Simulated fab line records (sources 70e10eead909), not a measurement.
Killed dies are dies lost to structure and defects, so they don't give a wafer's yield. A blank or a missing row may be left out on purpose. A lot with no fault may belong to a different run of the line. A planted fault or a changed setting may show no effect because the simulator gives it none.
Which tool did it? + flow nand harc + 12 lots with 36 wafers sampled at 5 steps, on a route of 1159 steps

WHAT THE GAUGES SHOWED, per wafer
NHARC_END_SORT_01. Usual: killed at array 28, standard deviation 10; killed at other 0.6, standard deviation 0.85; killed at periphery 3.3, standard deviation 2.3; killed dies 32, standard deviation 11; killed open 3.3, standard deviation 1.5; killed short 2.1, standard deviation 1.4.
| lot  | measured     | on        | killed at array | killed at other | killed at periphery | killed dies | killed open | killed short | flag |
|------|--------------|-----------|-----------------|-----------------|---------------------|-------------|-------------|--------------|------|
| L315 | day 21 01:51 | prober-02 | 31 37 35        | 0 0 4           | 5 5 3               | 36 42 42    | 4 6 3       | 4 0 4        |      |
| L317 | day 21 17:23 | prober-02 | 34 27 30        | 0 2 0           | 3 4 5               | 37 33 35    | 3 4 6       | 2 3 3        |      |
| L321 | day 22 18:50 | prober-02 | 36 24 24        | 1 0 2           | 6 7 4               | 43 31 30    | 8 5 3       | 1 2 3        |      |
| L319 | day 22 10:47 | prober-01 | 18 23 35        | 0 0 2           | 4 5 4               | 22 28 41    | 3 3 4       | 2 1 2        |      |
| L320 | day 22 03:00 | prober-01 | 41 42 35        | 0 1 2           | 3 5 3               | 44 48 40    | 4 5 3       | 1 1 1        |      |
| L328 | day 23 08:01 | prober-01 | 30 28 26        | 0 0 0           | 4 5 2               | 34 33 28    | 4 2 1       | 1 0 1        |      |
| L326 | day 24 02:49 | prober-01 | 38 38 46        | 1 0 1           | 2 2 4               | 41 40 51    | 2 2 6       | 4 0 2        |      |
| L325 | day 24 05:13 | prober-02 | 59 51 43        | 0 0 1           | 1 0 4               | 60 51 48    | 3 1 5       | 1 2 2        |      |

TOOL THAT RAN EACH LOT (tool first, then ch and the chambers of the sampled wafers, then the start)
| lot  | NHARC_A_WL_FILL_STRIP_27             | NHARC_A_WL_FILL_ETCHBACK_26      | NHARC_A_WL_FILL_ALD_19              | NHARC_A_WL_FILL_CMP_12        |
|------|--------------------------------------|----------------------------------|-------------------------------------|-------------------------------|
| L309 | plasma asher-02 ch 0,1, day 15 13:25 | rie si-06 ch 0,1,2, day 16 09:32 | ald metal-01 ch 0,1,3, day 16 09:57 | cmp-04 ch 0,1,3, day 16 19:20 |
| L311 | plasma asher-01 ch 0,1, day 15 16:13 | rie si-05 ch 2,3, day 16 09:31   | ald metal-01 ch 0,2, day 16 09:46   | cmp-01 ch 1,2,3, day 16 15:01 |
| L310 | plasma asher-01 ch 0,1, day 15 21:36 | rie si-02 ch 0,2, day 16 12:45   | ald metal-01 ch 0,2, day 16 13:01   | cmp-04 ch 1,2,3, day 17 01:24 |
| L315 | plasma asher-01 ch 0,1, day 16 18:25 | rie si-06 ch 0,3, day 17 11:16   | ald metal-02 ch 1,2, day 17 11:32   | cmp-01 ch 0,1,3, day 17 19:40 |
| L314 | plasma asher-01 ch 1, day 16 22:17   | rie si-06 ch 0,1,3, day 17 11:22 | ald metal-04 ch 2,3, day 17 11:37   | cmp-03 ch 1,2,3, day 17 23:54 |
| L317 | plasma asher-01 ch 0,1, day 17 15:04 | rie si-05 ch 0,1,3, day 18 06:44 | ald metal-01 ch 2,3, day 18 07:00   | cmp-01 ch 0,1, day 18 13:22   |
| L321 | plasma asher-02 ch 0,1, day 18 03:46 | rie si-06 ch 0,1,3, day 19 00:40 | ald metal-04 ch 0,2,3, day 19 00:56 | cmp-04 ch 0,1,2, day 19 09:37 |
| L319 | plasma asher-01 ch 0,1, day 18 04:11 | rie si-05 ch 1,2, day 18 21:25   | ald metal-01 ch 0,2,3, day 18 21:41 | cmp-04 ch 0,1, day 19 02:59   |
| L320 | plasma asher-02 ch 0,1, day 18 06:40 | rie si-06 ch 0,1, day 18 21:25   | ald metal-02 ch 1,2,3, day 18 21:40 | cmp-01 ch 0,3, day 19 02:55   |
| L328 | plasma asher-01 ch 0,1, day 19 12:47 | rie si-05 ch 1,2,3, day 20 04:17 | ald metal-02 ch 0,1,2, day 20 04:33 | cmp-01 ch 0,1,2, day 20 09:44 |
| L326 | plasma asher-01 ch 0,1, day 19 20:12 | rie si-05 ch 0,1,2, day 20 11:23 | ald metal-04 ch 0,1, day 20 11:38   | cmp-01 ch 0,3, day 20 17:19   |
| L325 | plasma asher-02 ch 0,1, day 19 23:27 | rie si-05 ch 0,1, day 20 14:52   | ald metal-02 ch 0,1,3, day 20 15:10 | cmp-03 ch 0,2,3, day 20 21:42 |
- NHARC_A_WL_FILL_STRIP_27: strips in N2/H2, time 20 s.
- NHARC_A_WL_FILL_ETCHBACK_26: etches the open film in HBr, target depth 52 nm, time 13.3 s.
- NHARC_A_WL_FILL_ALD_19: deposits TiN, target thk 2 nm, pulse time 3 s, ald cycles 100.
- NHARC_A_WL_FILL_CMP_12: polishes, t overpolish 30 s, target thk 75 nm.

AS READ BY THE TOOLS THEMSELVES (means over the sampled wafers that have a number; for cases with no such wafer, the mark the record gives instead)
NHARC_A_WL_FILL_STRIP_27. Usual: drypump motor current A 5.7 A, standard deviation 0.49; heater power w 347 W, standard deviation 35.
| lot  | tool            | drypump motor current A (A) | heater power w (W) | flag |
|------|-----------------|-----------------------------|--------------------|------|
| L309 | plasma asher-02 | 6.1                         | 316                |      |
| L311 | plasma asher-01 | 5.5                         | 350                |      |
| L310 | plasma asher-01 | 5.2                         | 373                |      |
| L315 | plasma asher-01 | 5.2                         | 376                |      |
| L314 | plasma asher-01 | 5.0                         | 398                |      |
| L317 | plasma asher-01 | 5.4                         | 352                |      |
| L321 | plasma asher-02 | 6.1                         | 313                |      |
| L319 | plasma asher-01 | 5.4                         | 357                |      |
| L320 | plasma asher-02 | 6.1                         | 312                |      |
| L328 | plasma asher-01 | 5.4                         | 351                |      |
| L326 | plasma asher-01 | 5.4                         | 353                |      |
| L325 | plasma asher-02 | 6.1                         | 313                |      |

NHARC_A_WL_FILL_ETCHBACK_26. Usual: bias w 60.05 W, standard deviation 0.17; drypump motor current A 5.88 A, standard deviation 0.27; oes product au 1.001 a.u., standard deviation 0.0071; run length s 34.55 s, standard deviation 0.29; throttle valve pct 23.267 %, standard deviation 0.01.
| lot  | tool      | bias w (W) | drypump motor current A (A) | oes product au (a.u.) | run length s (s) | throttle valve pct (%) | flag |
|------|-----------|------------|-----------------------------|-----------------------|------------------|------------------------|------|
| L309 | rie si-06 | 60.08      | 5.71                        | 0.996                 | 34.51            | 23.275                 |      |
| L311 | rie si-05 | 60.19      | 6.18                        | 1.005                 | 34.95            | 23.264                 |      |
| L310 | rie si-02 | 60.09      | 5.95                        | 1.005                 | 34.32            | 23.276                 |      |
| L315 | rie si-06 | 60.19      | 6.00                        | 0.998                 | 34.56            | 23.257                 |      |
| L314 | rie si-06 | 60.08      | 5.93                        | 1.007                 | 34.64            | 23.264                 |      |
| L317 | rie si-05 | 60.01      | 5.89                        | 1.008                 | 34.66            | 23.265                 |      |
| L321 | rie si-06 | 60.09      | 5.93                        | 1.000                 | 34.58            | 23.265                 |      |
| L319 | rie si-05 | 60.11      | 5.91                        | 0.996                 | 34.68            | 23.261                 |      |
| L320 | rie si-06 | 59.95      | 5.77                        | 0.996                 | 34.40            | 23.265                 |      |
| L328 | rie si-05 | 60.08      | 5.95                        | 1.003                 | 34.82            | 23.267                 |      |
| L326 | rie si-05 | 60.09      | 6.08                        | 0.999                 | 33.58            | 23.268                 | OFF  |
| L325 | rie si-05 | 60.16      | 6.02                        | 0.996                 | 33.21            | 23.269                 | OFF  |

NHARC_A_WL_FILL_ALD_19. Usual: heater power w 1088 W, standard deviation 100; precursor pulse height rel 1.001, standard deviation 0.019.
| lot  | tool         | heater power w (W) | precursor pulse height rel | flag |
|------|--------------|--------------------|----------------------------|------|
| L309 | ald metal-01 | 1131               | 0.977                      |      |
| L311 | ald metal-01 | 1186               | 0.990                      |      |
| L310 | ald metal-01 | 1196               | 1.002                      |      |
| L315 | ald metal-02 | 1185               | 1.002                      |      |
| L314 | ald metal-04 | 1139               | 0.998                      |      |
| L317 | ald metal-01 | 1150               | 1.008                      |      |
| L321 | ald metal-04 | 1078               | 0.993                      |      |
| L319 | ald metal-01 | 1121               | 1.004                      |      |
| L320 | ald metal-02 | 1116               | 0.998                      |      |
| L328 | ald metal-02 | 1112               | 1.000                      |      |
| L326 | ald metal-04 | 976                | 1.016                      |      |
| L325 | ald metal-02 | 1105               | 1.000                      |      |

NHARC_A_WL_FILL_CMP_12. Usual: motor current A 12.4 A, standard deviation 1.5; overpolish run s 30.000 s, standard deviation 0.0087; time to endpoint s 14.9 s, standard deviation 2.2.
| lot  | tool   | motor current A (A) | overpolish run s (s) | time to endpoint s (s) | flag |
|------|--------|---------------------|----------------------|------------------------|------|
| L309 | cmp-04 | 12.3                | 30.005               | 12.1                   |      |
| L311 | cmp-01 | 12.2                | 29.994               | 12.8                   |      |
| L310 | cmp-04 | 14.2                | 30.015               | 15.6                   |      |
| L315 | cmp-01 | 12.1                | 30.005               | 14.6                   |      |
| L314 | cmp-03 | 12.1                | 29.996               | 14.9                   |      |
| L317 | cmp-01 | 11.7                | 29.993               | 17.3                   |      |
| L321 | cmp-04 | 12.4                | 30.004               | 14.5                   |      |
| L319 | cmp-04 | 10.8                | 29.999               | 17.5                   |      |
| L320 | cmp-01 | 12.7                | 30.013               | 16.1                   |      |
| L328 | cmp-01 | 11.6                | 29.995               | 11.5                   |      |
| L326 | cmp-01 | 12.3                | 30.001               | 14.5                   |      |
| L325 | cmp-03 | 12.5                | 30.001               | 15.2                   |      |

THE ANSWER, worked out from the rows above alone
Rule: lot off if the mean of its wafers having a number is beyond 3 standard deviations from the usual mean. A lot without any number at a reading at which 4 lots or more have one is off too. Where the step has rows for the other lots, those lots are counted as sound. Order of review: gauges by route order, followed by the tools' own readings, for which a lot's mean as printed above is used. At the first step where some lot is off, the reading lying furthest off is the one used; lots without a number count as furthest.
Off, at NHARC_A_WL_FILL_ETCHBACK_26 on run length s: L326, L325.
If a tool, at that step or one of the process steps before it, ran each lot that is off and ran no sound lot following the first of them, it fits. One fits: rie si-05 at NHARC_A_WL_FILL_ETCHBACK_26. A fault onset in the window from L328 (day 20 04:17, its last sound lot) to L326 (day 20 11:23, its first lot off) fits.
On the lots that are off, the tool's own readings at NHARC_A_WL_FILL_ETCHBACK_26 differ by more than 5 times the standard deviation of the sound lots' means, which bears it out; run length s reads 33.39 s there versus 34.61 s on the sound lots.

WHAT THE SIMULATOR HAD INSERTED
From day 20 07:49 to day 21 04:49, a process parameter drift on rie si-05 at NHARC_A_WL_FILL_ETCHBACK_26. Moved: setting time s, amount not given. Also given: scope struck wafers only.
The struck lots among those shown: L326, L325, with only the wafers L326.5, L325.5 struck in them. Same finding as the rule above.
